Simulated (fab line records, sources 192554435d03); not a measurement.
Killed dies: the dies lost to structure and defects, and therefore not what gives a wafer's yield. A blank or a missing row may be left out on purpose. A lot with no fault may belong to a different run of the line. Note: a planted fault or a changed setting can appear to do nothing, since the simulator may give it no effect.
Chamber matching ; flow n5 finfet ; 4 sister chambers for N5_DUMMY_REMOVAL_HM_STRIP_01 on rie diel-03
The step strips SiNx in CH3F/O2, stops on poly-Si, target depth 4 nm, time 6.8 s. 16 wafers are shown with their chamber, then 8 later ones without.

== WAFERS WITH THEIR CHAMBER ==
wafer;chamber;showerhead plenum p Torr (Torr);drypump motor current A (A);throttle valve pct (%)
L074.3;3;1.97;5.0;16.34
L074.5;2;2.07;5.3;16.55
L074.6;1;1.92;5.7;16.48
L075.2;0;2.09;5.6;16.80
L075.4;3;1.97;5.0;16.37
L075.6;0;2.09;5.6;16.80
L077.1;2;2.07;5.3;16.54
L077.4;3;1.97;5.0;16.37
L077.6;2;2.07;5.3;16.56
L078.1;3;1.97;5.1;16.35
L078.5;1;1.92;5.7;16.52
L078.6;2;2.07;5.3;16.56
L082.3;3;1.96;5.1;16.37
L082.4;1;1.91;5.7;16.52
L082.6;3;1.96;5.0;16.37
L091.1;3;1.96;5.0;16.41

SIGNATURES (averages over the wafers above)
reading;chamber 0;chamber 1;chamber 2;chamber 3;scatter within a chamber
showerhead plenum p Torr;2.0900;1.9167;2.0700;1.9657;0.00445
drypump motor current A;5.600;5.700;5.300;5.029;0.0345
throttle valve pct;16.8000;16.5067;16.5525;16.3686;0.0188
Rule: for a wafer and a chamber, the distance is found by dividing, reading by reading, the gap between the wafer's reading and the chamber's mean by the reading's scatter, squaring, summing and taking the root. The wafer belongs to the nearest chamber; if the next one is less than 2 further off, it can't be placed. How the scatter is found: for the shown wafers, subtract from each reading the mean of its chamber, square and add these, divide the total by (wafers less chambers), then take the root.

== WAFERS MISSING THEIR CHAMBER ==
wafer;showerhead plenum p Torr (Torr);drypump motor current A (A);throttle valve pct (%)
L091.5;1.96;5.1;16.40
L091.6;2.08;5.7;16.86
L092.1;1.91;5.7;16.52
L092.3;2.06;5.3;16.61
L092.4;2.08;5.6;16.86
L097.1;1.96;5.0;16.43
L097.5;1.90;5.7;16.56
L097.6;2.07;5.6;16.88

== CHAMBER TAKEN BY EACH ==
wafer;from the rows above;in truth
L091.5;3;3
L091.6;0;0
L092.1;1;1
L092.3;2;2
L092.4;0;0
L097.1;3;3
L097.5;1;1
L097.6;0;0
Placed correctly: 8 of 8. Number that these rows cannot place: 0. 0 placed wrongly.
